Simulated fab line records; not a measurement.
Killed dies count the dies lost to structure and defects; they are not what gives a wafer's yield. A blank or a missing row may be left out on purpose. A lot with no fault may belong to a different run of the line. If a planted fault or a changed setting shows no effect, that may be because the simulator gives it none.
Which of the tools did it? | flow n5_finfet | 23 lots, 69 wafers sampled, at 3 steps of a route of 1938

## WHAT THE GAUGES SHOWED, per wafer
N5_BEOL_M13_CD_MEAS_10: target cd 190 nm. Usual: 189.3 nm for cd_nm, sd 1.4.
lot  | measured     | on        | cd_nm (nm)        | flag
L074 | day 10 15:47 | cd_sem-01 | 186.9 188.4 187.0 |
L075 | day 10 19:46 | cd_sem-01 | 189.8 189.1 189.1 |
L077 | day 11 07:19 | cd_sem-03 | 187.0 186.4 186.5 |
L078 | day 11 10:35 | cd_sem-02 | 189.5 189.7 188.4 |
L079 | day 12 00:26 | cd_sem-01 | 190.0 189.3 189.5 |
L080 | day 12 00:47 | cd_sem-01 | 189.4 189.4 190.3 |
L082 | day 12 14:41 | cd_sem-01 | 188.5 190.4 188.8 |
L083 | day 12 15:53 | cd_sem-01 | 187.4 185.7 187.4 |
L081 | day 12 19:46 | cd_sem-03 | 187.4 188.0 187.8 |
L084 | day 13 05:59 | cd_sem-03 | 189.4 189.0 188.8 |
L086 | day 13 08:02 | cd_sem-02 | 192.0 189.8 190.7 |
L085 | day 13 19:06 | cd_sem-02 | 191.0 189.5 190.0 |
L087 | day 13 19:23 | cd_sem-02 | 191.8 190.3 191.4 |
L088 | day 13 23:22 | cd_sem-02 | 188.2 188.5 188.0 |
L089 | day 14 02:21 | cd_sem-02 | 189.1 189.1 189.6 |
L090 | day 14 21:14 | cd_sem-02 | 189.6 188.5 188.7 |
L091 | day 15 01:11 | cd_sem-02 | 187.5 188.1 188.8 |
L092 | day 15 07:25 | cd_sem-02 | 190.8 190.7 190.1 |
L093 | day 15 13:40 | cd_sem-02 | 192.4 191.1 190.8 |
L094 | day 15 19:16 | cd_sem-02 | 189.8 190.6 189.1 |
L095 | day 15 19:55 | cd_sem-01 | 189.1 190.7 190.1 |
L097 | day 16 09:36 | cd_sem-01 | 190.1 189.2 190.0 |
L096 | day 16 18:00 | cd_sem-02 | 189.9 189.3 188.3 |

N5_BEOL_M14_INSPECT_12: inspects for defects (macro). Usual: 2.2 for raw_defect_count, sd 1.4.
lot  | measured     | on                | raw_defect_count | flag
L074 | day 10 21:28 | defect_inspect-01 | 1 2 4            |
L075 | day 11 00:53 | defect_inspect-01 | 1 1 1            |
L077 | day 11 11:58 | defect_inspect-01 | 1 2 5            |
L078 | day 11 16:37 | defect_inspect-02 | 3 2 3            |
L079 | day 12 06:02 | defect_inspect-02 | 3 1 3            |
L080 | day 12 06:28 | defect_inspect-01 | 3 3 1            |
L082 | day 12 20:59 | defect_inspect-02 | 2 2 3            |
L083 | day 12 21:31 | defect_inspect-01 | 0 1 1            |
L081 | day 13 00:26 | defect_inspect-02 | 4 4 2            |
L084 | day 13 10:46 | defect_inspect-01 | 3 1 1            |
L086 | day 13 13:48 | defect_inspect-02 | 2 1 5            |
L085 | day 14 02:35 | defect_inspect-02 | 4 3 0            |
L087 | day 14 02:53 | defect_inspect-02 | 3 3 1            |
L088 | day 14 06:02 | defect_inspect-01 | 5 1 3            |
L089 | day 14 06:49 | defect_inspect-01 | 3 3 1            |
L090 | day 15 01:31 | defect_inspect-01 | 3 1 2            |
L091 | day 15 05:41 | defect_inspect-01 | 4 2 1            |
L092 | day 15 14:59 | defect_inspect-01 | 3 1 1            |
L093 | day 15 18:44 | defect_inspect-01 | 6 2 3            |
L094 | day 16 01:02 | defect_inspect-02 | 3 1 4            |
L095 | day 16 02:13 | defect_inspect-02 | 2 2 2            |
L097 | day 16 18:07 | defect_inspect-01 | 2 1 1            |
L096 | day 16 21:56 | defect_inspect-01 | 3 4 1            |

## EACH LOT AND THE TOOL THAT RAN IT (in order: tool; ch and the chambers of the sampled wafers; start)
lot  | N5_BEOL_M13_ETCH_67
L074 | rie_diel-03 ch 0,1,3, day 10 17:21
L075 | rie_diel-06 ch 1,2, day 10 20:55
L077 | rie_diel-05 ch 2,3, day 11 08:50
L078 | rie_diel-05 ch 1,2,3, day 11 12:49
L079 | rie_diel-05 ch 1,2,3, day 12 01:55
L080 | rie_diel-03 ch 0,1,3, day 12 02:12
L082 | rie_diel-05 ch 0,3, day 12 15:53
L083 | rie_diel-03 ch 0,1,3, day 12 17:05
L081 | rie_diel-06 ch 0,1, day 12 21:11
L084 | rie_diel-05 ch 0,1,3, day 13 07:29
L086 | rie_diel-06 ch 0,1,3, day 13 09:16
L085 | rie_diel-06 ch 0,1, day 13 20:11
L087 | rie_diel-06 ch 2,3, day 13 20:44
L088 | rie_diel-03 ch 1,2, day 14 00:36
L089 | rie_diel-05 ch 0,2, day 14 03:34
L090 | rie_diel-05 ch 0,1,3, day 14 22:28
L091 | rie_diel-05 ch 0,1,3, day 15 02:30
L092 | rie_diel-06 ch 0,1,2, day 15 08:32
L093 | rie_diel-03 ch 1,2,3, day 15 14:44
L094 | rie_diel-05 ch 0,1,2, day 15 20:29
L095 | rie_diel-06 ch 1,2,3, day 15 21:19
L097 | rie_diel-03 ch 2,3, day 16 10:40
L096 | rie_diel-05 ch 1,2,3, day 16 19:08
- N5_BEOL_M13_ETCH_67: etches SiARC in CF4, target depth 143 nm, time 238.3 s.

## WHAT THE TOOLS THEMSELVES READ (means of the sampled wafers that have a number; where no wafer has one, the mark that the record gives instead)
N5_BEOL_M13_ETCH_67. Usual: bias_w 36.01 W, standard deviation 0.11; drypump_motor_current_A 5.74 A, standard deviation 0.26; etch_rf_on_time_s 235 s, standard deviation 6.9; oes_product_au 0.65 a.u., standard deviation 0.065; rf_vpp_V 184.0 V, standard deviation 1.2; showerhead_plenum_p_Torr 2.14 Torr, standard deviation 0.067; throttle_valve_pct 15.71 %, standard deviation 0.22.
lot  | tool        | bias_w (W) | drypump_motor_current_A (A) | etch_rf_on_time_s (s) | oes_product_au (a.u.) | rf_vpp_V (V) | showerhead_plenum_p_Torr (Torr) | throttle_valve_pct (%) | flag
L074 | rie_diel-03 | 35.95      | 5.62                        | 233                   | 0.61                  | 183.5        | 2.10                            | 15.81                  |
L075 | rie_diel-06 | 35.99      | 5.79                        | 244                   | 0.61                  | 183.6        | 2.18                            | 15.73                  |
L077 | rie_diel-05 | 36.01      | 5.96                        | 240                   | 0.73                  | 185.4        | 2.23                            | 15.58                  |
L078 | rie_diel-05 | 36.00      | 5.81                        | 237                   | 0.69                  | 184.0        | 2.19                            | 15.51                  |
L079 | rie_diel-05 | 35.93      | 5.82                        | 234                   | 0.69                  | 185.2        | 2.19                            | 15.52                  |
L080 | rie_diel-03 | 36.07      | 5.60                        | 236                   | 0.60                  | 183.5        | 2.10                            | 15.83                  |
L082 | rie_diel-05 | 35.87      | 5.93                        | 232                   | 0.67                  | 183.8        | 2.13                            | 15.89                  |
L083 | rie_diel-03 | 35.92      | 5.63                        | 234                   | 0.61                  | 182.7        | 2.09                            | 15.85                  |
L081 | rie_diel-06 | 36.04      | 5.84                        | 239                   | 0.61                  | 183.3        | 2.17                            | 15.91                  |
L084 | rie_diel-05 | 36.11      | 5.90                        | 236                   | 0.65                  | 184.1        | 2.15                            | 15.71                  |
L086 | rie_diel-06 | 36.00      | 5.85                        | 241                   | 0.64                  | 184.5        | 2.17                            | 15.84                  |
L085 | rie_diel-06 | 35.94      | 5.89                        | 239                   | 0.61                  | 184.3        | 2.19                            | 15.88                  |
L087 | rie_diel-06 | 35.99      | 5.70                        | 237                   | 0.67                  | 184.8        | 2.14                            | 15.72                  |
L088 | rie_diel-03 | 35.94      | 6.00                        | 229                   | 0.64                  | 183.5        | 2.12                            | 15.78                  |
L089 | rie_diel-05 | 36.09      | 5.65                        | 225                   | 0.69                  | 183.8        | 2.13                            | 15.67                  |
L090 | rie_diel-05 | 36.01      | 5.89                        | 239                   | 0.63                  | 184.7        | 2.15                            | 15.73                  |
L091 | rie_diel-05 | 36.12      | 5.88                        | 236                   | 0.64                  | 183.7        | 2.14                            | 15.73                  |
L092 | rie_diel-06 | 36.03      | 5.75                        | 243                   | 0.67                  | 184.7        | 2.15                            | 15.66                  |
L093 | rie_diel-03 | 36.04      | 5.64                        | 233                   | 0.64                  | 184.2        | 2.14                            | 15.75                  |
L094 | rie_diel-05 | 36.11      | 5.69                        | 233                   | 0.64                  | 183.8        | 2.11                            | 15.68                  |
L095 | rie_diel-06 | 35.94      | 5.74                        | 240                   | 0.71                  | 183.6        | 2.16                            | 15.60                  |
L097 | rie_diel-03 | 36.00      | 5.33                        | 234                   | 0.64                  | 184.4        | 2.17                            | 15.74                  |
L096 | rie_diel-05 | 36.13      | 5.80                        | 235                   | 0.66                  | 184.5        | 2.17                            | 15.58                  |

## THE ANSWER, worked out from the rows above alone
Rule: take the mean of a lot's wafers that have a number; if it is more than 3 standard deviations from the usual mean, the lot is off. A lot without any number at a reading at which 4 lots or more have one is off too. Where the step has rows for the other lots, those lots are counted as sound. First the gauges in route order, then the tools' own readings, where a lot's mean is used as printed above. The first step at which some lot is off is used, and at that step the reading that is off furthest; a lot without a number counts as furthest.
No lot is off at any reading shown: from this, nothing can be told.

## WHAT THE SIMULATOR HAD PUT IN
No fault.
